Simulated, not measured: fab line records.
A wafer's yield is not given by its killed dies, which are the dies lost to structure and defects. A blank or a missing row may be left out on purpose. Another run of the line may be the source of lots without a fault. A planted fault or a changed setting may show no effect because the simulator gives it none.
fab line records || flow n5-finfet || part 2 of 2: steps 22 to 29 of 29
record {"lots": 5, "wafers": 15, "last-day": 17}
route steps=1938 shown MOL_CONTACT_COAG@595
lots untouched by any fault: they come from a run of this same line in which no faults occurred
start-h: hours from the record's first day to the start of the lot's first wafer shown || wait-h: how many hours have passed since the lot's step before this one || " as in the row above || L1.1+2: several wafers, shown together as one row || - value missing, or start not given || * or withheld: withheld || < > ~ a bound
route shown NAME@n: names a module that has steps shown in the file, with the first one's number in the route || usual: the fault-free wafers' mean and standard deviation || same: alike in all rows || chamber/n: place in a boat || sites: readings site by site || _std_site: standard deviation across them || _edge_site: inner sites' mean taken away from outer sites' mean || radius-mm: for every site, how far away it sits from the centre of the wafer || mask NAME#n: copy n || behind: tool/chamber where the wafer was last shaped || hold: why the lot went on hold/how many hours it stayed there/how the hold came to an end || device: transistor that didn't switch, given as n, p or np || end of line: at the end of the route, the tests of the same wafers || a step with no rows: only its recipe || killed: dies lost to structure and defects at the first sort, not the wafer's yield || map: per-die view of a wafer (x killed, . not killed, _ where there is no die)
set.NAME: the run value of the setting; set.NAME@STEP: its run value at that earlier step || model.NAME: the simulator's own value behind a step, which no gauge read
lots at some steps of the route; a table a step, a row a wafer
services: when a tool's chamber went out of use (start-h, in hours from the record's first day, below 0 if earlier), for how many hours, and the reason
## steps
# step N5_MOL_CONTACT_COAG_ETCH_124
# recipe {"chemistry": "CH3F/O2", "target": "SiNx", "target-depth-a": 65, "mask-material": "SOC", "stop-on": "SiOC", "over-etch-frac": 0.3, "ion-energy-ev": 120, "pressure-mtorr": 30, "source-w": 395, "bias-w": 73, "Ar_flow_sccm": 150, "CH3F_flow_sccm": 30, "O2_flow_sccm": 20, "ends": "end-point"}
# usual {"drypump-motor-current-A": "6.0/0.4", "oes-product-au": "0.66/0.059", "rf-vpp-V": "296/7.7", "showerhead-plenum-p-Torr": "2.01/0.054", "throttle-valve-pct": "16.38/0.25"}
# same {"over-etch-frac": 0.3}
{"lot.wafer": "L087.2", "tool": "rie-diel-01", "chamber": 2, "start-h": 185.95, "wait-h": 0.0, "drypump-motor-current-A": 6.2, "oes-product-au": 0.76, "rf-hours-counter-h": 33, "rf-vpp-V": 295, "showerhead-plenum-p-Torr": 2.04, "throttle-valve-pct": 16.36}
{"lot.wafer": "L087.4", "tool": "rie-diel-01", "chamber": 0, "start-h": 185.95, "wait-h": 0.0, "drypump-motor-current-A": 6.5, "oes-product-au": 0.67, "rf-hours-counter-h": 144, "rf-vpp-V": 300, "showerhead-plenum-p-Torr": 2.08, "throttle-valve-pct": 16.38}
{"lot.wafer": "L087.6", "tool": "rie-diel-01", "chamber": 1, "start-h": 185.95, "wait-h": 0.0, "drypump-motor-current-A": 6.0, "oes-product-au": 0.61, "rf-hours-counter-h": "-", "rf-vpp-V": 297, "showerhead-plenum-p-Torr": 1.92, "throttle-valve-pct": 16.43}
{"lot.wafer": "L090.2", "tool": "rie-diel-01", "chamber": 3, "start-h": 200.98, "wait-h": 0.0, "drypump-motor-current-A": 6.1, "oes-product-au": 0.61, "rf-hours-counter-h": 233, "rf-vpp-V": 305, "showerhead-plenum-p-Torr": 1.97, "throttle-valve-pct": 16.70}
{"lot.wafer": "L090.3", "tool": "rie-diel-01", "chamber": 1, "start-h": 200.98, "wait-h": 0.0, "drypump-motor-current-A": 5.9, "oes-product-au": 0.61, "rf-hours-counter-h": 179, "rf-vpp-V": 298, "showerhead-plenum-p-Torr": 1.92, "throttle-valve-pct": 16.42}
{"lot.wafer": "L090.5", "tool": "rie-diel-01", "chamber": 3, "start-h": 200.98, "wait-h": 0.0, "drypump-motor-current-A": 6.1, "oes-product-au": 0.61, "rf-hours-counter-h": "-", "rf-vpp-V": 305, "showerhead-plenum-p-Torr": 1.97, "throttle-valve-pct": 16.70}
{"lot.wafer": "L092.2", "tool": "rie-diel-03", "chamber": 1, "start-h": 206.13, "wait-h": 0.0, "drypump-motor-current-A": 5.5, "oes-product-au": 0.69, "rf-hours-counter-h": 82, "rf-vpp-V": 294, "showerhead-plenum-p-Torr": 2.03, "throttle-valve-pct": 16.49}
{"lot.wafer": "L092.3", "tool": "rie-diel-03", "chamber": 2, "start-h": 206.13, "wait-h": 0.0, "drypump-motor-current-A": 5.4, "oes-product-au": 0.61, "rf-hours-counter-h": 190, "rf-vpp-V": 302, "showerhead-plenum-p-Torr": 1.97, "throttle-valve-pct": 16.11}
{"lot.wafer": "L092.6", "tool": "rie-diel-03", "chamber": 2, "start-h": 206.13, "wait-h": 0.0, "drypump-motor-current-A": 5.4, "oes-product-au": 0.61, "rf-hours-counter-h": "-", "rf-vpp-V": 301, "showerhead-plenum-p-Torr": 1.97, "throttle-valve-pct": 16.09}
{"lot.wafer": "L094.1", "tool": "rie-diel-01", "chamber": 3, "start-h": 224.81, "wait-h": 0.0, "drypump-motor-current-A": 6.1, "oes-product-au": 0.61, "rf-hours-counter-h": 240, "rf-vpp-V": 305, "showerhead-plenum-p-Torr": 1.97, "throttle-valve-pct": 16.73}
{"lot.wafer": "L094.3", "tool": "rie-diel-01", "chamber": 2, "start-h": 224.81, "wait-h": 0.0, "drypump-motor-current-A": 6.3, "oes-product-au": 0.75, "rf-hours-counter-h": 46, "rf-vpp-V": 296, "showerhead-plenum-p-Torr": 2.04, "throttle-valve-pct": 16.38}
{"lot.wafer": "L094.4", "tool": "rie-diel-01", "chamber": 0, "start-h": 224.81, "wait-h": 0.0, "drypump-motor-current-A": 6.4, "oes-product-au": 0.67, "rf-hours-counter-h": 157, "rf-vpp-V": 299, "showerhead-plenum-p-Torr": 2.07, "throttle-valve-pct": 16.41}
{"lot.wafer": "L097.3", "tool": "rie-diel-06", "chamber": 1, "start-h": 242.29, "wait-h": 0.0, "drypump-motor-current-A": 6.5, "oes-product-au": 0.83, "rf-hours-counter-h": 1, "rf-vpp-V": 303, "showerhead-plenum-p-Torr": 2.05, "throttle-valve-pct": 16.20}
{"lot.wafer": "L097.4", "tool": "rie-diel-06", "chamber": 2, "start-h": 242.29, "wait-h": 0.0, "drypump-motor-current-A": 5.3, "oes-product-au": 0.63, "rf-hours-counter-h": 216, "rf-vpp-V": 289, "showerhead-plenum-p-Torr": 1.97, "throttle-valve-pct": 16.30}
{"lot.wafer": "L097.6", "tool": "rie-diel-06", "chamber": 3, "start-h": 242.29, "wait-h": 0.0, "drypump-motor-current-A": 5.3, "oes-product-au": 0.71, "rf-hours-counter-h": "-", "rf-vpp-V": 298, "showerhead-plenum-p-Torr": 2.05, "throttle-valve-pct": 16.41}
# step N5_MOL_CONTACT_COAG_ETCH_48
# recipe {"chemistry": "C4F6/O2", "target-depth-a": 150, "overetch-a": 45, "mask-material": "SOC", "target": "SiOC", "bias-w": 465, "pressure-mtorr": 10, "time-s": 17, "source-w": 335, "Ar_flow_sccm": 300, "C4F6_flow_sccm": 10, "O2_flow_sccm": 10, "ion-energy-ev": 576}
# usual {"C4F6_flow_sccm": "10.001/0.028", "drypump-motor-current-A": "6.0/0.4", "oes-product-au": "0.64/0.065", "rf-vpp-V": "1581/39", "showerhead-plenum-p-Torr": "2.85/0.073", "throttle-valve-pct": "40.7/0.45"}
{"lot.wafer": "L087.2", "tool": "rie-diel-01", "chamber": 2, "start-h": 185.99, "wait-h": 0.0, "C4F6_flow_sccm": 9.966, "drypump-motor-current-A": 6.2, "oes-product-au": 0.69, "rf-hours-counter-h": 33, "rf-vpp-V": 1587, "showerhead-plenum-p-Torr": 2.90, "throttle-valve-pct": 40.8}
{"lot.wafer": "L087.4", "tool": "rie-diel-01", "chamber": 0, "start-h": 185.99, "wait-h": 0.0, "C4F6_flow_sccm": 10.021, "drypump-motor-current-A": 6.4, "oes-product-au": 0.60, "rf-hours-counter-h": 144, "rf-vpp-V": 1604, "showerhead-plenum-p-Torr": 2.94, "throttle-valve-pct": 40.8}
{"lot.wafer": "L087.6", "tool": "rie-diel-01", "chamber": 1, "start-h": 185.99, "wait-h": 0.0, "C4F6_flow_sccm": 10.044, "drypump-motor-current-A": 6.0, "oes-product-au": 0.53, "rf-hours-counter-h": "-", "rf-vpp-V": 1595, "showerhead-plenum-p-Torr": 2.74, "throttle-valve-pct": 40.3}
{"lot.wafer": "L090.2", "tool": "rie-diel-01", "chamber": 3, "start-h": 201.02, "wait-h": 0.0, "C4F6_flow_sccm": 10.002, "drypump-motor-current-A": 6.1, "oes-product-au": 0.56, "rf-hours-counter-h": 233, "rf-vpp-V": 1625, "showerhead-plenum-p-Torr": 2.80, "throttle-valve-pct": 41.5}
{"lot.wafer": "L090.3", "tool": "rie-diel-01", "chamber": 1, "start-h": 201.02, "wait-h": 0.0, "C4F6_flow_sccm": 10.005, "drypump-motor-current-A": 6.0, "oes-product-au": 0.63, "rf-hours-counter-h": 179, "rf-vpp-V": 1594, "showerhead-plenum-p-Torr": 2.74, "throttle-valve-pct": 40.3}
{"lot.wafer": "L090.5", "tool": "rie-diel-01", "chamber": 3, "start-h": 201.02, "wait-h": 0.0, "C4F6_flow_sccm": 9.995, "drypump-motor-current-A": 6.1, "oes-product-au": 0.61, "rf-hours-counter-h": "-", "rf-vpp-V": 1626, "showerhead-plenum-p-Torr": 2.80, "throttle-valve-pct": 41.5}
{"lot.wafer": "L092.2", "tool": "rie-diel-03", "chamber": 1, "start-h": 206.17, "wait-h": 0.0, "C4F6_flow_sccm": 9.984, "drypump-motor-current-A": 5.5, "oes-product-au": 0.73, "rf-hours-counter-h": 82, "rf-vpp-V": 1574, "showerhead-plenum-p-Torr": 2.88, "throttle-valve-pct": 40.4}
{"lot.wafer": "L092.3", "tool": "rie-diel-03", "chamber": 2, "start-h": 206.17, "wait-h": 0.0, "C4F6_flow_sccm": 9.953, "drypump-motor-current-A": 5.4, "oes-product-au": 0.63, "rf-hours-counter-h": 190, "rf-vpp-V": 1608, "showerhead-plenum-p-Torr": 2.80, "throttle-valve-pct": 40.6}
{"lot.wafer": "L092.6", "tool": "rie-diel-03", "chamber": 2, "start-h": 206.17, "wait-h": 0.0, "C4F6_flow_sccm": 9.947, "drypump-motor-current-A": 5.4, "oes-product-au": 0.63, "rf-hours-counter-h": "-", "rf-vpp-V": 1609, "showerhead-plenum-p-Torr": 2.80, "throttle-valve-pct": 40.6}
{"lot.wafer": "L094.1", "tool": "rie-diel-01", "chamber": 3, "start-h": 224.85, "wait-h": 0.0, "C4F6_flow_sccm": 9.999, "drypump-motor-current-A": 6.1, "oes-product-au": 0.58, "rf-hours-counter-h": 240, "rf-vpp-V": 1624, "showerhead-plenum-p-Torr": 2.80, "throttle-valve-pct": 41.5}
{"lot.wafer": "L094.3", "tool": "rie-diel-01", "chamber": 2, "start-h": 224.85, "wait-h": 0.0, "C4F6_flow_sccm": 9.971, "drypump-motor-current-A": 6.2, "oes-product-au": 0.75, "rf-hours-counter-h": 46, "rf-vpp-V": 1586, "showerhead-plenum-p-Torr": 2.89, "throttle-valve-pct": 40.8}
{"lot.wafer": "L094.4", "tool": "rie-diel-01", "chamber": 0, "start-h": 224.85, "wait-h": 0.0, "C4F6_flow_sccm": 10.007, "drypump-motor-current-A": 6.4, "oes-product-au": 0.62, "rf-hours-counter-h": 157, "rf-vpp-V": 1604, "showerhead-plenum-p-Torr": 2.93, "throttle-valve-pct": 40.8}
{"lot.wafer": "L097.3", "tool": "rie-diel-06", "chamber": 1, "start-h": 242.33, "wait-h": 0.0, "C4F6_flow_sccm": 10.035, "drypump-motor-current-A": 6.6, "oes-product-au": 0.82, "rf-hours-counter-h": 1, "rf-vpp-V": 1622, "showerhead-plenum-p-Torr": 2.92, "throttle-valve-pct": 40.8}
{"lot.wafer": "L097.4", "tool": "rie-diel-06", "chamber": 2, "start-h": 242.33, "wait-h": 0.0, "C4F6_flow_sccm": 9.966, "drypump-motor-current-A": 5.4, "oes-product-au": 0.61, "rf-hours-counter-h": 216, "rf-vpp-V": 1540, "showerhead-plenum-p-Torr": 2.80, "throttle-valve-pct": 39.8}
{"lot.wafer": "L097.6", "tool": "rie-diel-06", "chamber": 3, "start-h": 242.33, "wait-h": 0.0, "C4F6_flow_sccm": 10.015, "drypump-motor-current-A": 5.3, "oes-product-au": 0.69, "rf-hours-counter-h": "-", "rf-vpp-V": 1593, "showerhead-plenum-p-Torr": 2.92, "throttle-valve-pct": 41.1}
# step N5_MOL_CONTACT_COAG_STRIP_72
# recipe {"chemistry": "N2/H2", "power-w": 450, "temp-c": 40, "pressure-mtorr": 20, "rf-frequency-hz": 6e+07, "overash-fraction": 3, "bias-power-w": 7, "h2-frac": 0.5, "n2-flow-sccm": 200, "h2-flow-sccm": 200}
# usual {"drypump-motor-current-A": "6.0/0.4", "oes-product-au": "0.78/0.075", "rf-vpp-V": "59.2/2", "showerhead-plenum-p-Torr": "2.54/0.074", "throttle-valve-pct": "23.6/0.3"}
{"lot.wafer": "L087.2", "tool": "rie-diel-01", "chamber": 2, "start-h": 186.05, "wait-h": 0.0, "drypump-motor-current-A": 6.2, "oes-product-au": 0.92, "rf-hours-counter-h": 33, "rf-vpp-V": 58.0, "showerhead-plenum-p-Torr": 2.59, "throttle-valve-pct": 23.6}
{"lot.wafer": "L087.4", "tool": "rie-diel-01", "chamber": 0, "start-h": 186.05, "wait-h": 0.0, "drypump-motor-current-A": 6.5, "oes-product-au": 0.80, "rf-hours-counter-h": 144, "rf-vpp-V": 58.5, "showerhead-plenum-p-Torr": 2.64, "throttle-valve-pct": 23.8}
{"lot.wafer": "L087.6", "tool": "rie-diel-01", "chamber": 1, "start-h": 186.05, "wait-h": 0.0, "drypump-motor-current-A": 5.9, "oes-product-au": 0.73, "rf-hours-counter-h": "-", "rf-vpp-V": 58.0, "showerhead-plenum-p-Torr": 2.40, "throttle-valve-pct": 23.2}
{"lot.wafer": "L090.2", "tool": "rie-diel-01", "chamber": 3, "start-h": 201.07, "wait-h": 0.0, "drypump-motor-current-A": 6.2, "oes-product-au": 0.69, "rf-hours-counter-h": 233, "rf-vpp-V": 56.7, "showerhead-plenum-p-Torr": 2.50, "throttle-valve-pct": 24.1}
{"lot.wafer": "L090.3", "tool": "rie-diel-01", "chamber": 1, "start-h": 201.07, "wait-h": 0.0, "drypump-motor-current-A": 5.9, "oes-product-au": 0.70, "rf-hours-counter-h": 179, "rf-vpp-V": 57.1, "showerhead-plenum-p-Torr": 2.40, "throttle-valve-pct": 23.2}
{"lot.wafer": "L090.5", "tool": "rie-diel-01", "chamber": 3, "start-h": 201.07, "wait-h": 0.0, "drypump-motor-current-A": 6.1, "oes-product-au": 0.70, "rf-hours-counter-h": "-", "rf-vpp-V": 58.8, "showerhead-plenum-p-Torr": 2.50, "throttle-valve-pct": 24.2}
{"lot.wafer": "L092.2", "tool": "rie-diel-03", "chamber": 1, "start-h": 206.23, "wait-h": 0.0, "drypump-motor-current-A": 5.5, "oes-product-au": 0.81, "rf-hours-counter-h": 82, "rf-vpp-V": 59.3, "showerhead-plenum-p-Torr": 2.58, "throttle-valve-pct": 23.6}
{"lot.wafer": "L092.3", "tool": "rie-diel-03", "chamber": 2, "start-h": 206.23, "wait-h": 0.0, "drypump-motor-current-A": 5.4, "oes-product-au": 0.72, "rf-hours-counter-h": 190, "rf-vpp-V": 56.0, "showerhead-plenum-p-Torr": 2.54, "throttle-valve-pct": 23.7}
{"lot.wafer": "L092.6", "tool": "rie-diel-03", "chamber": 2, "start-h": 206.23, "wait-h": 0.0, "drypump-motor-current-A": 5.4, "oes-product-au": 0.71, "rf-hours-counter-h": "-", "rf-vpp-V": 60.9, "showerhead-plenum-p-Torr": 2.54, "throttle-valve-pct": 23.7}
{"lot.wafer": "L094.1", "tool": "rie-diel-01", "chamber": 3, "start-h": 224.90, "wait-h": 0.0, "drypump-motor-current-A": 6.1, "oes-product-au": 0.68, "rf-hours-counter-h": 240, "rf-vpp-V": 58.8, "showerhead-plenum-p-Torr": 2.50, "throttle-valve-pct": 24.2}
{"lot.wafer": "L094.3", "tool": "rie-diel-01", "chamber": 2, "start-h": 224.90, "wait-h": 0.0, "drypump-motor-current-A": 6.3, "oes-product-au": 0.88, "rf-hours-counter-h": 46, "rf-vpp-V": 61.1, "showerhead-plenum-p-Torr": 2.58, "throttle-valve-pct": 23.6}
{"lot.wafer": "L094.4", "tool": "rie-diel-01", "chamber": 0, "start-h": 224.90, "wait-h": 0.0, "drypump-motor-current-A": 6.4, "oes-product-au": 0.75, "rf-hours-counter-h": 157, "rf-vpp-V": 56.8, "showerhead-plenum-p-Torr": 2.63, "throttle-valve-pct": 23.9}
{"lot.wafer": "L097.3", "tool": "rie-diel-06", "chamber": 1, "start-h": 242.38, "wait-h": 0.0, "drypump-motor-current-A": 6.5, "oes-product-au": 1.00, "rf-hours-counter-h": 1, "rf-vpp-V": 63.1, "showerhead-plenum-p-Torr": 2.61, "throttle-valve-pct": 23.7}
{"lot.wafer": "L097.4", "tool": "rie-diel-06", "chamber": 2, "start-h": 242.38, "wait-h": 0.0, "drypump-motor-current-A": 5.4, "oes-product-au": 0.72, "rf-hours-counter-h": 216, "rf-vpp-V": 62.9, "showerhead-plenum-p-Torr": 2.52, "throttle-valve-pct": 23.5}
{"lot.wafer": "L097.6", "tool": "rie-diel-06", "chamber": 3, "start-h": 242.38, "wait-h": 0.0, "drypump-motor-current-A": 5.3, "oes-product-au": 0.79, "rf-hours-counter-h": "-", "rf-vpp-V": 60.1, "showerhead-plenum-p-Torr": 2.57, "throttle-valve-pct": 23.5}
# step N5_MOL_CONTACT_COAG_STRIP_49
# recipe {"chemistry": "N2/H2", "time-s": 30, "power-w": 1000, "temp-c": 250, "pressure-mtorr": "withheld", "n2-flow-sccm": 1750, "h2-flow-sccm": 3250}
# usual {"drypump-motor-current-A": "5.2/0.33", "heater-power-w": "330/42"}
{"lot.wafer": "L087.2", "tool": "plasma-asher-01", "chamber": 0, "start-h": 186.26, "wait-h": "-", "drypump-motor-current-A": 4.9, "heater-power-w": 360, "rf-hours-counter-h": 108}
{"lot.wafer": "L087.4", "tool": "plasma-asher-01", "chamber": 1, "start-h": 186.26, "wait-h": "-", "drypump-motor-current-A": 4.9, "heater-power-w": 337, "rf-hours-counter-h": "-"}
{"lot.wafer": "L087.6", "tool": "plasma-asher-01", "chamber": 1, "start-h": 186.26, "wait-h": "-", "drypump-motor-current-A": 5.0, "heater-power-w": 336, "rf-hours-counter-h": "-"}
{"lot.wafer": "L090.2", "tool": "plasma-asher-02", "chamber": 1, "start-h": 201.15, "wait-h": "-", "drypump-motor-current-A": 5.4, "heater-power-w": 262, "rf-hours-counter-h": 57}
{"lot.wafer": "L090.3", "tool": "plasma-asher-02", "chamber": 1, "start-h": 201.15, "wait-h": "-", "drypump-motor-current-A": 5.4, "heater-power-w": 256, "rf-hours-counter-h": "-"}
{"lot.wafer": "L090.5", "tool": "plasma-asher-02", "chamber": 0, "start-h": 201.15, "wait-h": "-", "drypump-motor-current-A": 5.7, "heater-power-w": 350, "rf-hours-counter-h": "-"}
{"lot.wafer": "L092.2", "tool": "plasma-asher-02", "chamber": 1, "start-h": 206.31, "wait-h": "-", "drypump-motor-current-A": 5.4, "heater-power-w": 259, "rf-hours-counter-h": 59}
{"lot.wafer": "L092.3", "tool": "plasma-asher-02", "chamber": 0, "start-h": 206.31, "wait-h": "-", "drypump-motor-current-A": 5.7, "heater-power-w": 361, "rf-hours-counter-h": "-"}
{"lot.wafer": "L092.6", "tool": "plasma-asher-02", "chamber": 0, "start-h": 206.31, "wait-h": "-", "drypump-motor-current-A": 5.7, "heater-power-w": 354, "rf-hours-counter-h": "-"}
{"lot.wafer": "L094.1", "tool": "plasma-asher-01", "chamber": 1, "start-h": 224.98, "wait-h": "-", "drypump-motor-current-A": 4.9, "heater-power-w": 332, "rf-hours-counter-h": 115}
{"lot.wafer": "L094.3", "tool": "plasma-asher-01", "chamber": 1, "start-h": 224.98, "wait-h": "-", "drypump-motor-current-A": 4.9, "heater-power-w": 335, "rf-hours-counter-h": "-"}
{"lot.wafer": "L094.4", "tool": "plasma-asher-01", "chamber": 0, "start-h": 224.98, "wait-h": "-", "drypump-motor-current-A": 4.9, "heater-power-w": 375, "rf-hours-counter-h": "-"}
{"lot.wafer": "L097.3", "tool": "plasma-asher-02", "chamber": 1, "start-h": 242.48, "wait-h": "-", "drypump-motor-current-A": 5.4, "heater-power-w": 258, "rf-hours-counter-h": "-"}
{"lot.wafer": "L097.4", "tool": "plasma-asher-02", "chamber": 0, "start-h": 242.48, "wait-h": "-", "drypump-motor-current-A": 5.7, "heater-power-w": 347, "rf-hours-counter-h": "-"}
{"lot.wafer": "L097.6", "tool": "plasma-asher-02", "chamber": 0, "start-h": 242.48, "wait-h": "-", "drypump-motor-current-A": 5.7, "heater-power-w": 360, "rf-hours-counter-h": "-"}
# step N5_MOL_CONTACT_COAG_PRECLEAN_138
# recipe {"chemistry": "alkaline-clean", "temp-c": 60, "time-s": 60, "do-ppb": 50}
# usual {"bath-guard-temp-C": "59.9/0.4"}
{"lot.wafer": "L087.2", "tool": "wet-bench-03", "chamber": 0, "start-h": 186.34, "wait-h": 0.1, "bath-guard-temp-C": 59.3}
{"lot.wafer": "L087.4", "tool": "wet-bench-03", "chamber": 3, "start-h": 186.34, "wait-h": 0.1, "bath-guard-temp-C": 59.7}
{"lot.wafer": "L087.6", "tool": "wet-bench-03", "chamber": 1, "start-h": 186.34, "wait-h": 0.1, "bath-guard-temp-C": 60.4}
{"lot.wafer": "L090.2", "tool": "wet-bench-03", "chamber": 7, "start-h": 201.24, "wait-h": 0.1, "bath-guard-temp-C": 60.2}
{"lot.wafer": "L090.3", "tool": "wet-bench-03", "chamber": 1, "start-h": 201.24, "wait-h": 0.1, "bath-guard-temp-C": 60.7}
{"lot.wafer": "L090.5", "tool": "wet-bench-03", "chamber": 2, "start-h": 201.24, "wait-h": 0.1, "bath-guard-temp-C": 59.6}
{"lot.wafer": "L092.2", "tool": "wet-bench-05", "chamber": 2, "start-h": 206.39, "wait-h": 0.1, "bath-guard-temp-C": 60.2}
{"lot.wafer": "L092.3", "tool": "wet-bench-05", "chamber": 6, "start-h": 206.39, "wait-h": 0.1, "bath-guard-temp-C": 59.8}
{"lot.wafer": "L092.6", "tool": "wet-bench-05", "chamber": 7, "start-h": 206.39, "wait-h": 0.1, "bath-guard-temp-C": 60.1}
{"lot.wafer": "L094.1", "tool": "wet-bench-03", "chamber": 2, "start-h": 225.07, "wait-h": 0.1, "bath-guard-temp-C": 59.4}
{"lot.wafer": "L094.3", "tool": "wet-bench-03", "chamber": 7, "start-h": 225.07, "wait-h": 0.1, "bath-guard-temp-C": 59.8}
{"lot.wafer": "L094.4", "tool": "wet-bench-03", "chamber": 4, "start-h": 225.07, "wait-h": 0.1, "bath-guard-temp-C": 59.6}
{"lot.wafer": "L097.3", "tool": "wet-bench-05", "chamber": 3, "start-h": 242.55, "wait-h": 0.0, "bath-guard-temp-C": 59.5}
{"lot.wafer": "L097.4", "tool": "wet-bench-05", "chamber": 2, "start-h": 242.55, "wait-h": 0.0, "bath-guard-temp-C": 60.1}
{"lot.wafer": "L097.6", "tool": "wet-bench-05", "chamber": 4, "start-h": 242.55, "wait-h": 0.0, "bath-guard-temp-C": 60.0}
# step N5_MOL_CONTACT_COAG_SRD_139
# recipe {"dry": "ipa-marangoni", "time-s": 30, "temp-c": 23, "rinse-liquid": "diw"}
{"lot.wafer": "L087.2+4+6", "tool": "wet-bench-03", "chamber": "0,3,1", "start-h": 186.36, "wait-h": 0.0}
{"lot.wafer": "L090.2+3+5", "tool": "wet-bench-03", "chamber": "7,1,2", "start-h": 201.26, "wait-h": 0.0}
{"lot.wafer": "L092.2+3+6", "tool": "wet-bench-05", "chamber": "2,6,7", "start-h": 206.41, "wait-h": 0.0}
{"lot.wafer": "L094.1+3+4", "tool": "wet-bench-03", "chamber": "2,7,4", "start-h": 225.09, "wait-h": 0.0}
{"lot.wafer": "L097.3+4+6", "tool": "wet-bench-05", "chamber": "3,2,4", "start-h": 242.57, "wait-h": 0.0}
# step N5_MOL_CONTACT_COAG_CD_MEAS_101
# recipe {"target-cd-nm": 16}
# usual {"cd-nm": "15.9/0.48"}
{"lot.wafer": "L087.2", "tool": "cd-sem-01", "chamber": "-", "start-h": 186.40, "wait-h": 0.0, "cd-nm": 16.0}
{"lot.wafer": "L087.4", "tool": "cd-sem-01", "chamber": "-", "start-h": 186.40, "wait-h": 0.0, "cd-nm": 16.2}
{"lot.wafer": "L087.6", "tool": "cd-sem-01", "chamber": "-", "start-h": 186.40, "wait-h": 0.0, "cd-nm": 15.4}
{"lot.wafer": "L090.2", "tool": "cd-sem-02", "chamber": "-", "start-h": 201.30, "wait-h": 0.0, "cd-nm": 16.6}
{"lot.wafer": "L090.3", "tool": "cd-sem-02", "chamber": "-", "start-h": 201.30, "wait-h": 0.0, "cd-nm": 15.6}
{"lot.wafer": "L090.5", "tool": "cd-sem-02", "chamber": "-", "start-h": 201.30, "wait-h": 0.0, "cd-nm": 16.2}
{"lot.wafer": "L092.2", "tool": "cd-sem-02", "chamber": "-", "start-h": 206.46, "wait-h": 0.0, "cd-nm": 15.9}
{"lot.wafer": "L092.3", "tool": "cd-sem-02", "chamber": "-", "start-h": 206.46, "wait-h": 0.0, "cd-nm": 16.1}
{"lot.wafer": "L092.6", "tool": "cd-sem-02", "chamber": "-", "start-h": 206.46, "wait-h": 0.0, "cd-nm": 16.3}
{"lot.wafer": "L094.1", "tool": "cd-sem-02", "chamber": "-", "start-h": 225.13, "wait-h": 0.0, "cd-nm": 15.6}
{"lot.wafer": "L094.3", "tool": "cd-sem-02", "chamber": "-", "start-h": 225.13, "wait-h": 0.0, "cd-nm": 15.3}
{"lot.wafer": "L094.4", "tool": "cd-sem-02", "chamber": "-", "start-h": 225.13, "wait-h": 0.0, "cd-nm": 15.5}
{"lot.wafer": "L097.3", "tool": "cd-sem-03", "chamber": "-", "start-h": 242.61, "wait-h": 0.0, "cd-nm": 15.4}
{"lot.wafer": "L097.4", "tool": "cd-sem-03", "chamber": "-", "start-h": 242.61, "wait-h": 0.0, "cd-nm": 15.9}
{"lot.wafer": "L097.6", "tool": "cd-sem-03", "chamber": "-", "start-h": 242.61, "wait-h": 0.0, "cd-nm": 15.1}
# step N5_MOL_CONTACT_COAG_PRE_CLEAN_121
# recipe {"gas": "H2/He", "time-s": "*", "temp-c": "withheld"}
{"lot.wafer": "L087.2+4+6", "tool": "cvd-w-02", "chamber": "0,1,0", "start-h": 186.44, "wait-h": 0.0}
{"lot.wafer": "L090.2+3+5", "tool": "cvd-w-01", "chamber": "0,0,1", "start-h": 201.34, "wait-h": 0.0}
{"lot.wafer": "L092.2+3+6", "tool": "cvd-w-02", "chamber": "0,1,0", "start-h": 206.50, "wait-h": 0.0}
{"lot.wafer": "L094.1+3+4", "tool": "cvd-w-01", "chamber": "0,0,1", "start-h": 225.18, "wait-h": 0.0}
{"lot.wafer": "L097.3+4+6", "tool": "cvd-w-01", "chamber": "0,1,0", "start-h": 242.68, "wait-h": 0.1}
## services
{"tool": "plasma-asher-02", "chamber": "-", "start-h": 163.55, "hours": 28.1, "kind": "pm"}
{"tool": "ald-sin-04", "chamber": 2, "start-h": 164.94, "hours": 4.4, "kind": "repair"}
{"tool": "ald-sin-03", "chamber": 0, "start-h": 168.46, "hours": 15.3, "kind": "repair"}
{"tool": "ald-sin-01", "chamber": 1, "start-h": 171.53, "hours": 16.3, "kind": "repair"}
{"tool": "ald-sin-01", "chamber": "-", "start-h": 178.29, "hours": 2.8, "kind": "pm"}
{"tool": "euv-scanner-01", "chamber": "-", "start-h": 185.91, "hours": 1.0, "kind": "pm"}
{"tool": "euv-scanner-02", "chamber": "-", "start-h": 187.67, "hours": 1.0, "kind": "pm"}
{"tool": "litho-track-05", "chamber": "-", "start-h": 188.84, "hours": "-", "kind": "consumable-replace:filter"}
{"tool": "euv-scanner-01", "chamber": 0, "start-h": 191.51, "hours": "-", "kind": "calibration"}
{"tool": "ald-sin-01", "chamber": "-", "start-h": 195.04, "hours": 6.1, "kind": "pm"}
{"tool": "ald-sin-01", "chamber": 0, "start-h": 195.04, "hours": "-", "kind": "clean"}
{"tool": "ald-sin-01", "chamber": 1, "start-h": 195.04, "hours": "-", "kind": "clean"}
{"tool": "ald-sin-01", "chamber": 2, "start-h": 195.04, "hours": "-", "kind": "clean"}
{"tool": "euv-scanner-01", "chamber": "-", "start-h": 198.37, "hours": 0.8, "kind": "repair"}
{"tool": "euv-scanner-02", "chamber": "-", "start-h": 207.19, "hours": 5.8, "kind": "pm"}
{"tool": "rie-diel-06", "chamber": 1, "start-h": 220.53, "hours": "-", "kind": "clean"}
{"tool": "rie-diel-06", "chamber": 1, "start-h": 220.53, "hours": "-", "kind": "consumable-replace:focus-ring"}
{"tool": "rie-diel-06", "chamber": 1, "start-h": 220.53, "hours": 20.2, "kind": "scheduled-down"}
{"tool": "rie-diel-06", "chamber": 1, "start-h": 220.53, "hours": 20.2, "kind": "vent-cycle"}
{"tool": "ald-sin-04", "chamber": 3, "start-h": 221.86, "hours": 24.5, "kind": "repair"}
{"tool": "rie-diel-03", "chamber": "-", "start-h": 222.26, "hours": 2.8, "kind": "pm"}
{"tool": "ald-sin-03", "chamber": 2, "start-h": 226.12, "hours": 7.1, "kind": "repair"}
{"tool": "plasma-asher-02", "chamber": "-", "start-h": 234.46, "hours": 1.5, "kind": "repair"}
{"tool": "euv-scanner-01", "chamber": "-", "start-h": 242.06, "hours": 1.0, "kind": "pm"}
